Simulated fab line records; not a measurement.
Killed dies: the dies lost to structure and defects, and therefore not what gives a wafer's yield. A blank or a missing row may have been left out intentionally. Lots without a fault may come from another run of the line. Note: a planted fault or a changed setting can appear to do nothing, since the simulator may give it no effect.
Which tool did it?	flow n5_finfet	22 lots with 66 wafers sampled at 6 steps, on a route of 1938 steps

== WHAT THE GAUGES READ, wafer by wafer ==
The record holds no reading of a measuring or inspecting step that can be judged against a usual standard deviation.

== WHAT TOOL EACH LOT RAN ON (gives the tool, then ch and the chambers of the sampled wafers, and finally the start) ==
lot	N5_ILD0_CMP_12	N5_HKMG_FIN_STRIP_93	N5_HKMG_FIN_ETCH_31	N5_HKMG_FIN_STRIP_92	N5_HKMG_FIN_ALD_21	N5_GATE_CUT_VAPOR_ETCH_60
L074	cmp-04 ch 0,1,3, day 3 14:16	rie_diel-03 ch 1,2,3, day 3 23:23	rie_diel-01 ch 1,2, day 4 02:40	rie_diel-01 ch 1,2, day 4 03:05	ald_metal-03 ch 0,1,2, day 4 06:11	rie_metal-03 ch 0,1, day 4 07:43
L075	cmp-04 ch 2,3, day 3 22:34	rie_diel-04 ch 0,1,3, day 4 08:32	rie_diel-01 ch 1,2,3, day 4 11:13	rie_diel-01 ch 1,2,3, day 4 11:38	ald_metal-01 ch 0,1,3, day 4 14:22	rie_metal-01 ch 0,1, day 4 15:54
L076	cmp-04 ch 0,3, day 4 06:29	rie_diel-01 ch 1,2,3, day 4 14:59	rie_diel-04 ch 0,2, day 4 17:40	rie_diel-04 ch 0,2, day 4 18:05	ald_metal-03 ch 1,2, day 4 20:47	rie_metal-03 ch 0,1, day 4 22:19
L077	cmp-03 ch 0,3, day 4 11:34	rie_diel-03 ch 0,1, day 4 18:51	rie_diel-03 ch 0,1,2, day 4 21:51	rie_diel-03 ch 0,1,2, day 4 22:16	ald_metal-01 ch 0,1,3, day 5 01:00	rie_metal-01 ch 0,1, day 5 02:31
L079	cmp-01 ch 0,2, day 5 00:44	rie_diel-03 ch 1,3, day 5 08:04	rie_diel-01 ch 1,2,3, day 5 10:38	rie_diel-01 ch 1,2,3, day 5 11:03	ald_metal-03 ch 0,1,2, day 5 13:45	rie_metal-03 ch 0,1, day 5 15:16
L080	cmp-03 ch 0,1,2, day 5 07:16	rie_diel-04 ch 0,1, day 5 14:13	rie_diel-04 ch 0,3, day 5 16:55	rie_diel-04 ch 0,3, day 5 17:20	ald_metal-03 ch 1,3, day 5 20:11	rie_metal-01 ch 0,1, day 5 21:48
L081	cmp-04 ch 1,2,3, day 5 12:02	rie_diel-03 ch 0,1,2, day 5 19:21	rie_diel-04 ch 0,2, day 6 11:54	rie_diel-04 ch 0,2, day 6 12:19	ald_metal-04 ch 1,2, day 6 15:32	rie_metal-02 ch 0,1, day 6 17:04
L082	cmp-03 ch 1,3, day 5 23:03	rie_diel-01 ch 0,1,2, day 6 12:02	rie_diel-04 ch 1,2, day 6 15:10	rie_diel-04 ch 1,2, day 6 15:35	ald_metal-03 ch 1,3, day 6 18:16	rie_metal-01 ch 0,1, day 6 19:48
L083	cmp-01 ch 2,3, day 6 06:31	rie_diel-01 ch 0,1,3, day 6 15:06	rie_diel-03 ch 1,2, day 6 18:01	rie_diel-03 ch 1,2, day 6 18:26	ald_metal-01 ch 0,2,3, day 6 21:11	rie_metal-03 ch 0,1, day 6 22:46
L084	cmp-01 ch 1,2,3, day 6 07:32	rie_diel-03 ch 0,1,2, day 6 14:56	rie_diel-01 ch 0,2, day 6 17:38	rie_diel-01 ch 0,2, day 6 18:02	ald_metal-03 ch 0,1,2, day 6 20:44	rie_metal-02 ch 0,1, day 6 22:21
L085	cmp-04 ch 0,2,3, day 6 17:20	rie_diel-04 ch 1,2,3, day 7 01:24	rie_diel-03 ch 1,2, day 7 04:00	rie_diel-03 ch 1,2, day 7 04:25	ald_metal-01 ch 0,1, day 7 07:10	rie_metal-01 ch 0,1, day 7 08:41
L086	cmp-01 ch 0,1, day 7 00:31	rie_diel-04 ch 0,2,3, day 7 08:20	rie_diel-04 ch 0,2, day 7 10:58	rie_diel-04 ch 0,2, day 7 11:23	ald_metal-01 ch 0,3, day 7 14:04	rie_metal-02 ch 0,1, day 7 15:35
L087	cmp-01 ch 0,1,3, day 7 03:26	rie_diel-04 ch 0,2,3, day 7 10:37	rie_diel-01 ch 0,1,3, day 7 13:20	rie_diel-01 ch 0,1,3, day 7 13:45	ald_metal-01 ch 2,3, day 7 16:40	rie_metal-03 ch 0,1, day 7 18:11
L088	cmp-01 ch 0,2, day 7 07:29	rie_diel-03 ch 1,2, day 7 14:58	rie_diel-03 ch 2,3, day 7 17:51	rie_diel-03 ch 2,3, day 7 18:16	ald_metal-03 ch 2,3, day 7 20:57	rie_metal-03 ch 0,1, day 7 22:28
L089	cmp-03 ch 0,1,3, day 7 13:09	rie_diel-04 ch 0,1,2, day 7 20:23	rie_diel-04 ch 1,2,3, day 7 23:08	rie_diel-04 ch 1,2,3, day 7 23:32	ald_metal-01 ch 0,1,2, day 8 02:16	rie_metal-01 ch 0,1, day 8 03:52
L090	cmp-01 ch 0,1,3, day 8 01:34	rie_diel-03 ch 0,2,3, day 8 10:13	rie_diel-04 ch 0,1,2, day 8 13:09	rie_diel-04 ch 0,1,2, day 8 13:34	ald_metal-04 ch 0,2,3, day 8 16:16	rie_metal-01 ch 0,1, day 8 17:47
L091	cmp-01 ch 1,3, day 8 09:02	rie_diel-03 ch 0,2,3, day 8 20:18	rie_diel-03 ch 0,2,3, day 8 23:32	rie_diel-03 ch 0,2,3, day 8 23:56	ald_metal-03 ch 2,3, day 9 02:42	rie_metal-02 ch 0,1, day 9 04:15
L093	cmp-01 ch 0,2,3, day 8 21:44	rie_diel-01 ch 1,2, day 9 05:46	rie_diel-04 ch 0,1,2, day 9 08:38	rie_diel-04 ch 0,1,2, day 9 09:03	ald_metal-01 ch 0,2,3, day 9 12:02	rie_metal-03 ch 0,1, day 9 13:33
L094	cmp-04 ch 1,2,3, day 8 22:53	rie_diel-03 ch 2,3, day 9 06:23	rie_diel-03 ch 0,2, day 9 09:23	rie_diel-03 ch 0,2, day 9 09:47	ald_metal-04 ch 0,1,2, day 9 12:40	rie_metal-03 ch 0,1, day 9 14:44
L095	cmp-03 ch 0,3, day 9 02:53	rie_diel-03 ch 0,3, day 9 10:43	rie_diel-01 ch 0,1, day 9 13:34	rie_diel-01 ch 0,1, day 9 13:59	ald_metal-04 ch 2,3, day 9 16:52	rie_metal-01 ch 0, day 9 18:26
L096	cmp-01 ch 1,2, day 9 11:32	rie_diel-01 ch 0,2, day 9 19:11	rie_diel-01 ch 0,1,3, day 9 21:59	rie_diel-01 ch 0,1,3, day 9 22:24	ald_metal-03 ch 0,3, day 10 01:28	rie_metal-02 ch 0,1, day 10 03:04
L097	cmp-04 ch 1,2,3, day 9 16:44	rie_diel-01 ch 0,1,3, day 9 23:49	rie_diel-01 ch 0,1,2, day 10 02:47	rie_diel-01 ch 0,1,2, day 10 03:12	ald_metal-04 ch 0,1,2, day 10 05:54	rie_metal-02 ch 0,1, day 10 07:25
- N5_ILD0_CMP_12: polishes SiNx, stops on poly-Si, t overpolish 6 s, target thk 17.67 nm.
- N5_HKMG_FIN_STRIP_93: strips SOC in N2/H2, time 20 s.
- N5_HKMG_FIN_ETCH_31: etches SiARC in CF4, target depth 45.5 nm, time 75.8 s.
- N5_HKMG_FIN_STRIP_92: strips SOC in N2/H2, time 20 s.
- N5_HKMG_FIN_ALD_21: deposits TiN, target thk 1.5 nm, pulse time 1 s, purge time 3 s.
- N5_GATE_CUT_VAPOR_ETCH_60: etches HfO2 in BCl3/Cl2.

== WHAT THE TOOLS THEMSELVES READ (means of the sampled wafers that have a number; where no wafer has one, the mark that the record gives instead) ==
N5_ILD0_CMP_12.
lot	tool	head_pressure_psi (psi)	motor_current_A (A)	overpolish_run_s (s)	time_to_endpoint_s (s)
L074	cmp-04	2.501	9.2	5.999	30.3
L075	cmp-04	2.505	8.5	6.002	27.3
L076	cmp-04	2.500	8.8	6.005	26.6
L077	cmp-03	2.496	9.6	5.999	28.2
L079	cmp-01	2.498	10.2	5.997	29.3
L080	cmp-03	2.500	8.2	6.005	28.8
L081	cmp-04	2.497	9.4	5.996	28.9
L082	cmp-03	2.509	9.4	6.006	28.6
L083	cmp-01	2.494	9.7	6.002	28.2
L084	cmp-01	2.502	9.8	6.007	28.2
L085	cmp-04	2.499	8.5	6.008	27.9
L086	cmp-01	2.499	10.2	6.001	28.3
L087	cmp-01	2.496	9.5	5.998	30.5
L088	cmp-01	2.503	10.0	5.998	28.6
L089	cmp-03	2.502	9.2	5.996	30.7
L090	cmp-01	2.501	10.1	6.001	32.3
L091	cmp-01	2.500	9.8	5.995	29.3
L093	cmp-01	2.499	9.6	6.002	30.7
L094	cmp-04	2.500	9.4	5.995	29.1
L095	cmp-03	2.502	9.6	6.002	31.7
L096	cmp-01	2.503	10.2	6.004	29.5
L097	cmp-04	2.500	9.3	5.998	30.4

N5_HKMG_FIN_STRIP_93.
lot	tool	drypump_motor_current_A (A)	oes_product_au (a.u.)	rf_vpp_V (V)	showerhead_plenum_p_Torr (Torr)	throttle_valve_pct (%)
L074	rie_diel-03	6.0	0.73	54.3	3.34	19.21
L075	rie_diel-04	5.7	0.75	54.7	3.40	19.46
L076	rie_diel-01	6.2	0.81	53.9	3.38	19.28
L077	rie_diel-03	5.8	0.70	54.1	3.38	19.42
L079	rie_diel-03	6.1	0.71	55.1	3.32	19.23
L080	rie_diel-04	5.5	0.73	55.1	3.39	19.44
L081	rie_diel-03	5.8	0.70	54.7	3.38	19.21
L082	rie_diel-01	6.4	0.81	54.0	3.43	19.23
L083	rie_diel-01	6.4	0.85	55.1	3.44	19.25
L084	rie_diel-03	5.8	0.70	54.8	3.38	19.22
L085	rie_diel-04	5.7	0.74	54.1	3.39	19.44
L086	rie_diel-04	5.5	0.71	54.3	3.33	19.40
L087	rie_diel-04	5.5	0.71	53.8	3.33	19.39
L088	rie_diel-03	5.9	0.70	54.7	3.34	19.25
L089	rie_diel-04	5.4	0.74	53.9	3.39	19.41
L090	rie_diel-03	5.8	0.70	53.8	3.37	19.00
L091	rie_diel-03	5.8	0.70	54.1	3.37	19.00
L093	rie_diel-01	6.4	0.73	53.8	3.34	19.45
L094	rie_diel-03	5.9	0.69	54.2	3.33	19.04
L095	rie_diel-03	6.0	0.68	54.4	3.35	19.01
L096	rie_diel-01	6.3	0.82	53.5	3.49	19.10
L097	rie_diel-01	6.4	0.80	54.8	3.42	19.29

N5_HKMG_FIN_ETCH_31.
lot	tool	drypump_motor_current_A (A)	etch_rf_on_time_s (s)	oes_product_au (a.u.)	rf_vpp_V (V)	showerhead_plenum_p_Torr (Torr)	throttle_valve_pct (%)
L074	rie_diel-01	6.1	75.9	0.67	184.9	2.15	15.55
L075	rie_diel-01	6.2	75.3	0.70	184.2	2.16	15.62
L076	rie_diel-04	5.3	77.0	0.62	183.7	2.13	15.67
L077	rie_diel-03	5.8	77.1	0.61	184.7	2.16	15.75
L079	rie_diel-01	6.2	74.6	0.69	184.4	2.16	15.63
L080	rie_diel-04	5.9	77.4	0.60	183.8	2.12	15.69
L081	rie_diel-04	5.2	76.9	0.62	184.1	2.13	15.78
L082	rie_diel-04	5.5	75.2	0.66	185.1	2.20	15.83
L083	rie_diel-03	5.9	78.3	0.60	183.9	2.13	15.82
L084	rie_diel-01	6.1	74.9	0.70	183.9	2.20	15.52
L085	rie_diel-03	5.9	77.3	0.60	184.2	2.12	15.83
L086	rie_diel-04	5.2	76.0	0.62	183.9	2.13	15.79
L087	rie_diel-01	6.4	75.4	0.71	184.7	2.19	15.71
L088	rie_diel-03	6.0	76.6	0.60	183.4	2.12	15.75
L089	rie_diel-04	5.6	77.1	0.62	184.3	2.16	15.83
L090	rie_diel-04	5.4	75.7	0.62	184.2	2.16	15.80
L091	rie_diel-03	5.8	77.4	0.59	184.0	2.14	15.72
L093	rie_diel-04	5.4	76.3	0.62	183.7	2.16	15.82
L094	rie_diel-03	5.7	77.3	0.59	184.5	2.15	15.75
L095	rie_diel-01	6.6	75.2	0.65	184.4	2.17	15.83
L096	rie_diel-01	6.4	75.4	0.69	184.3	2.19	15.76
L097	rie_diel-01	6.3	75.5	0.66	184.2	2.18	15.71

N5_HKMG_FIN_STRIP_92.
lot	tool	drypump_motor_current_A (A)	oes_product_au (a.u.)	rf_vpp_V (V)	showerhead_plenum_p_Torr (Torr)	throttle_valve_pct (%)
L074	rie_diel-01	6.2	0.78	54.3	3.38	19.25
L075	rie_diel-01	6.2	0.82	53.9	3.39	19.26
L076	rie_diel-04	5.3	0.72	53.2	3.34	19.33
L077	rie_diel-03	5.8	0.72	53.6	3.39	19.19
L079	rie_diel-01	6.2	0.81	54.6	3.38	19.28
L080	rie_diel-04	5.9	0.71	53.5	3.32	19.48
L081	rie_diel-04	5.2	0.73	54.3	3.34	19.28
L082	rie_diel-04	5.5	0.77	55.0	3.46	19.43
L083	rie_diel-03	5.9	0.71	54.2	3.35	19.24
L084	rie_diel-01	6.1	0.82	54.0	3.44	19.10
L085	rie_diel-03	5.9	0.70	53.7	3.34	19.24
L086	rie_diel-04	5.3	0.72	54.2	3.34	19.30
L087	rie_diel-01	6.4	0.83	54.0	3.44	19.26
L088	rie_diel-03	6.1	0.71	54.3	3.32	19.02
L089	rie_diel-04	5.6	0.74	54.2	3.39	19.46
L090	rie_diel-04	5.4	0.73	53.6	3.39	19.41
L091	rie_diel-03	5.8	0.70	54.0	3.37	19.01
L093	rie_diel-04	5.4	0.73	54.6	3.38	19.43
L094	rie_diel-03	5.7	0.69	54.3	3.38	19.02
L095	rie_diel-01	6.6	0.76	53.9	3.40	19.40
L096	rie_diel-01	6.4	0.81	54.9	3.43	19.29
L097	rie_diel-01	6.3	0.77	53.8	3.41	19.28

N5_HKMG_FIN_ALD_21.
lot	tool	heater_power_w (W)	precursor_pulse_height_rel
L074	ald_metal-03	816	1.000
L075	ald_metal-01	913	0.987
L076	ald_metal-03	835	0.974
L077	ald_metal-01	909	0.990
L079	ald_metal-03	803	1.038
L080	ald_metal-03	891	1.009
L081	ald_metal-04	948	1.002
L082	ald_metal-03	955	1.004
L083	ald_metal-01	911	1.006
L084	ald_metal-03	802	0.995
L085	ald_metal-01	958	0.991
L086	ald_metal-01	910	0.977
L087	ald_metal-01	855	1.006
L088	ald_metal-03	886	1.003
L089	ald_metal-01	940	0.992
L090	ald_metal-04	859	0.995
L091	ald_metal-03	958	1.009
L093	ald_metal-01	899	0.992
L094	ald_metal-04	906	0.987
L095	ald_metal-04	797	1.011
L096	ald_metal-03	876	0.998
L097	ald_metal-04	913	1.014

N5_GATE_CUT_VAPOR_ETCH_60.
lot	tool	drypump_motor_current_A (A)	he_backside_leak_sccm (sccm)	oes_product_au (a.u.)
L074	rie_metal-03	6.3	3.16	0.80
L075	rie_metal-01	5.3	3.57	0.66
L076	rie_metal-03	6.1	3.42	0.69
L077	rie_metal-01	5.4	3.49	0.68
L079	rie_metal-03	6.3	3.33	0.78
L080	rie_metal-01	5.4	3.75	0.66
L081	rie_metal-02	6.1	3.22	0.84
L082	rie_metal-01	5.4	3.75	0.65
L083	rie_metal-03	6.2	3.13	0.94
L084	rie_metal-02	6.0	3.15	0.76
L085	rie_metal-01	5.4	3.71	0.65
L086	rie_metal-02	5.9	3.16	0.77
L087	rie_metal-03	6.3	3.09	0.89
L088	rie_metal-03	6.3	3.25	0.88
L089	rie_metal-01	5.4	3.52	0.67
L090	rie_metal-01	5.3	3.75	0.64
L091	rie_metal-02	6.1	3.32	0.81
L093	rie_metal-03	6.3	3.15	0.87
L094	rie_metal-03	6.1	3.20	0.89
L095	rie_metal-01	5.5	3.28	0.69
L096	rie_metal-02	5.9	3.14	0.75
L097	rie_metal-02	6.1	3.23	0.80

== THE ANSWER, worked out from the rows above alone ==
Rule: the usual values come from the lots themselves. The widest of any qualifying gaps counts: lots, ordered by their means at a reading, are off when they make up no more than a third of the lots, leave a main group of 4 or more, and stand apart from it by 3 or more times the standard deviation of that group's means. Not used: any main group whose means are identical at the precision the tables above print for the reading. Also off: a lot with no number at a reading for which 4 or more lots have one. The other lots that the step has rows for count as sound. First the gauges in route order, then the tools' own readings, where a lot's mean is used as printed above. At the first step where some lot is off, the reading lying furthest off is the one used; lots without a number count as furthest.
None of the lots is off at any reading shown; this tells nothing.

== WHAT WAS PUT IN BY THE SIMULATOR ==
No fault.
